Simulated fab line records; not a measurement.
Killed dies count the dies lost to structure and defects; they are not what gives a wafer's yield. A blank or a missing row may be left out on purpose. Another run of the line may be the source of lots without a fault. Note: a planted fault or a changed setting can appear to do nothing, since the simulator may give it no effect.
Matching of chambers / flow n5 finfet / 4 sister chambers for N5_BEOL_M15_ETCH_57 on rie diel-02
The step etches SOC in N2/H2, time 750 s. 8 wafers are shown with their chamber, then 11 later ones without.

== WAFERS WITH THEIR CHAMBER ==
wafer=L076.5; chamber=3; showerhead plenum p Torr (Torr)=2.63; throttle valve pct (%)=17.96
wafer=L076.6; chamber=2; showerhead plenum p Torr (Torr)=2.69; throttle valve pct (%)=17.27
wafer=L081.2; chamber=1; showerhead plenum p Torr (Torr)=2.59; throttle valve pct (%)=17.64
wafer=L085.2; chamber=1; showerhead plenum p Torr (Torr)=2.58; throttle valve pct (%)=17.63
wafer=L083.3; chamber=2; showerhead plenum p Torr (Torr)=2.69; throttle valve pct (%)=17.28
wafer=L083.5; chamber=3; showerhead plenum p Torr (Torr)=2.63; throttle valve pct (%)=17.43
wafer=L083.6; chamber=0; showerhead plenum p Torr (Torr)=2.58; throttle valve pct (%)=17.38
wafer=L090.2; chamber=0; showerhead plenum p Torr (Torr)=2.58; throttle valve pct (%)=17.39

== WAFERS MISSING THEIR CHAMBER ==
wafer=L090.3; showerhead plenum p Torr (Torr)=2.58; throttle valve pct (%)=17.65
wafer=L090.5; showerhead plenum p Torr (Torr)=2.58; throttle valve pct (%)=17.40
wafer=L094.2; showerhead plenum p Torr (Torr)=2.68; throttle valve pct (%)=17.33
wafer=L094.4; showerhead plenum p Torr (Torr)=2.57; throttle valve pct (%)=17.42
wafer=L094.5; showerhead plenum p Torr (Torr)=2.58; throttle valve pct (%)=17.65
wafer=L095.1; showerhead plenum p Torr (Torr)=2.68; throttle valve pct (%)=17.33
wafer=L095.2; showerhead plenum p Torr (Torr)=2.58; throttle valve pct (%)=17.68
wafer=L095.3; showerhead plenum p Torr (Torr)=2.62; throttle valve pct (%)=17.47
wafer=L097.1; showerhead plenum p Torr (Torr)=2.62; throttle valve pct (%)=17.49
wafer=L097.3; showerhead plenum p Torr (Torr)=2.57; throttle valve pct (%)=17.41
wafer=L097.4; showerhead plenum p Torr (Torr)=2.68; throttle valve pct (%)=17.33

== CHAMBER TAKEN BY EACH ==
wafer=L090.3; from the rows above=can't be placed: 0 or 1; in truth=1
wafer=L090.5; from the rows above=can't be placed: 0 or 1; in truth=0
wafer=L094.2; from the rows above=2; in truth=2
wafer=L094.4; from the rows above=can't be placed: 0 or 1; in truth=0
wafer=L094.5; from the rows above=can't be placed: 0 or 1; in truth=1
wafer=L095.1; from the rows above=2; in truth=2
wafer=L095.2; from the rows above=can't be placed: 1 or 0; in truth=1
wafer=L095.3; from the rows above=3; in truth=3
wafer=L097.1; from the rows above=3; in truth=3
wafer=L097.3; from the rows above=can't be placed: 0 or 1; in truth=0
wafer=L097.4; from the rows above=2; in truth=2
Correct placement for 5 of the 11. From these rows, 6 cannot be placed; in 6 the true chamber is one of the candidates. Placed wrongly: 0.
How it was worked out, from the rows above alone: a wafer's distance from a chamber is the root of the sum, over the readings, of the square of ((its reading less the chamber's mean) divided by the reading's scatter). The wafer belongs to the nearest chamber; if the next one is less than 2 further off, it can't be placed. The mean given for a chamber averages the wafers shown for that chamber. The scatter: the root of (the sum of the squares of (reading less its chamber's mean) over the shown wafers, divided by (wafers less chambers)).
